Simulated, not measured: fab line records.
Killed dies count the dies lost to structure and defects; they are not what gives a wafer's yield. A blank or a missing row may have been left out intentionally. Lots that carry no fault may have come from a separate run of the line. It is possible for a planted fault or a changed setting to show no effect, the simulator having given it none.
Comparing a struck lot with a sound one -- flow n5Finfet -- 23 steps out of a route of 1938
Sound: the wafers L644.3, L644.4, L644.6. Wafers L630.2, L630.3, L630.6 were the ones struck. The cause is given at the end.
Order at every step that has rows: each side's tool, ch and its chambers, its first start. Under that, the readings that differ: sound wafers -- struck wafers -- difference of the means -- sigmas: that difference in standard deviations of wafers without a fault.
alike: readings whose means differ by less than 2 such deviations, and words and numbers that are the same on both sides. not compared: withheld readings, readings that some wafer has no value for, bounds like >300 that may hide the same value, and numbers for which the record gives no deviation and whose values overlap.
The two part at a step that has a row with sigmas, a row that says differs or no value, or rows on one side only. Numbers that have no deviation but don't overlap get no sigmas and don't part them. Lack of a reading on every wafer of one side parts them only where that side has two or more wafers.

first, 9 steps without rows for these wafers: N5_BEOL_M6_SOFTBAKE_06 (time 60 s); N5_BEOL_M6_EXPOSE_08 (exposes mask M6); N5_BEOL_M6_PEB_09 (peb time 60 s); N5_BEOL_M6_DEVELOP_10 (develop time 30 s); N5_BEOL_M6_DESCUM_16 (chemistry O2, time 7.9 s); N5_BEOL_M6_ETCH_61 (etches SiARC in CF4, target depth 45.5 nm, time 75.8 s); N5_BEOL_M6_ETCH_62 (etches SOC in N2/H2, target depth 110 nm, overetch 22 nm, time 165 s); N5_BEOL_M6_STRIP_68 (strips in N2/H2); N5_BEOL_M6_STRIP_67 (strips in CF4).
N5_BEOL_M6_HM_OPEN_17: chemistry Cl2/BCl3, target TiN, target depth 20 nm, overetch 6 nm.
  sound on rieMetal-03 ch 0,1, day 14 02:03; struck on rieMetal-03 ch 0,1, day 10 20:34
  alike: bcl3FlowSccm, drypumpMotorCurrentA, heBacksideLeakSccm, oesProductAu, rfFwdPowerW, throttleValvePct
  not compared: rfHoursCounterH
then, 10 steps without rows for these wafers: N5_BEOL_M6_STRIP_19 (strips in O2); N5_BEOL_M6_COAT_63 (time 60 s, resist thk 60 nm); N5_BEOL_M6_COAT_64 (time 60 s, resist thk 12 nm); N5_BEOL_M6_COAT_71 (time 60 s, resist thk 5 nm); N5_BEOL_M6_COAT_22 (resist thk 30 nm); N5_BEOL_M6_EBR_24; N5_BEOL_M6_SOFTBAKE_23 (time 60 s); N5_BEOL_M6_EXPOSE_25 (exposes mask V5, target cd 40 nm); N5_BEOL_M6_PEB_26 (peb time 60 s); N5_BEOL_M6_DEVELOP_27 (develop time 30 s).
N5_BEOL_M6_INSPECT_30: inspects for defects (brightfield).
  struck on defectInspect-01, day 10 22:50; sound on defectInspect-01, day 14 02:50
reading,sound,struck,difference,sigmas
rawDefectCount,299 444 376,834 753 828,+432,+5
then, 1 step without rows for these wafers: N5_BEOL_M6_DESCUM_33 (chemistry O2, time 7 s).
-- a jump in the record: the struck wafers' starts before and after are 3 days apart (it breaks off in module BEOL_M6 and resumes in module PASSIVATION, where the first step shown is number 1936 of the route) --
N5_PASSIVATION_PROBE_49:
  the record has rows for the struck wafers here (prober-01, day 14 10:00) and none for the sound ones

== WHERE THEY PART ==
Last at N5_PASSIVATION_PROBE_49 as far as this record goes, first at N5_BEOL_M6_INSPECT_30.

WHY: the cause the simulator had injected
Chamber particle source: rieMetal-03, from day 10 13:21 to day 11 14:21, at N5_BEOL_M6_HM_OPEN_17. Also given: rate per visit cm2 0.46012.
